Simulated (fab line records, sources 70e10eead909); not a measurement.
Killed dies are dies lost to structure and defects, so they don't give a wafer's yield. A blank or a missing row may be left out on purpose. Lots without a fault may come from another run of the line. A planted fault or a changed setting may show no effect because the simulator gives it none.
Chamber matching | flow nand_harc | NHARC_A_STAIRCASE_ETCH_25 on rie_diel-11: 4 sister chambers
The step etches the open film in C4F8/O2, target depth 100 nm, time 40.5 s. 17 wafers are shown with their chamber, then 8 later ones without.

WAFERS WITH THEIR CHAMBER
wafer  | chamber | rf_vpp_V (V) | run_length_s (s) | oes_product_au (a.u.)
L889.1 | 1       | 896          | 61.2             | 0.946
L889.5 | 0       | 895          | 62.7             | 0.934
L889.6 | 1       | 894          | 61.1             | 0.955
L892.1 | 0       | 897          | 62.3             | 0.940
L892.4 | 2       | 887          | 61.6             | 0.931
L892.5 | 0       | 898          | 62.1             | 0.932
L893.1 | 0       | 897          | 62.2             | 0.936
L893.2 | 3       | 906          | 61.2             | 0.938
L893.5 | 0       | 896          | 62.7             | 0.939
L894.2 | 2       | 888          | 61.7             | 0.932
L894.3 | 0       | 897          | 62.7             | 0.952
L894.4 | 1       | 894          | 61.2             | 0.953
L896.4 | 3       | 905          | 61.5             | 0.929
L896.5 | 0       | 897          | 62.4             | 0.916
L896.6 | 1       | 893          | 61.3             | 0.933
L899.4 | 3       | 904          | 61.5             | 0.950
L899.5 | 3       | 905          | 61.4             | 0.955

SIGNATURES (means of the wafers above)
reading        | chamber 0 | chamber 1 | chamber 2 | chamber 3 | scatter within a chamber
rf_vpp_V       | 896.71    | 894.25    | 887.50    | 905.00    | 0.988
run_length_s   | 62.443    | 61.200    | 61.650    | 61.400    | 0.193
oes_product_au | 0.93557   | 0.94675   | 0.93150   | 0.94300   | 0.0104
Rule: a wafer's distance from a chamber is the root of the sum, over the readings, of the square of ((its reading less the chamber's mean) divided by the reading's scatter). The wafer belongs to the nearest chamber; if the next one is less than 2 further off, it can't be placed. The scatter: the root of (the sum of the squares of (reading less its chamber's mean) over the shown wafers, divided by (wafers less chambers)).

WAFERS WITHOUT THEIR CHAMBER
wafer  | rf_vpp_V (V) | run_length_s (s) | oes_product_au (a.u.)
L899.6 | 896          | 62.9             | 0.920
L900.3 | 903          | 61.3             | 0.939
L900.5 | 904          | 61.8             | 0.939
L900.6 | 896          | 62.6             | 0.943
L905.3 | 894          | 60.9             | 0.945
L905.6 | 904          | 61.7             | 0.923
L906.3 | 893          | 61.3             | 0.953
L906.6 | 896          | 62.2             | 0.949

WHICH CHAMBER EACH WENT THROUGH
wafer  | from the rows above | in truth
L899.6 | 0                   | 0
L900.3 | 3                   | 3
L900.5 | 3                   | 3
L900.6 | 0                   | 0
L905.3 | 1                   | 1
L905.6 | 3                   | 3
L906.3 | 1                   | 1
L906.6 | 0                   | 0
Placed correctly: 8 of 8. Can't be placed from these rows: 0. Placed wrongly: 0.
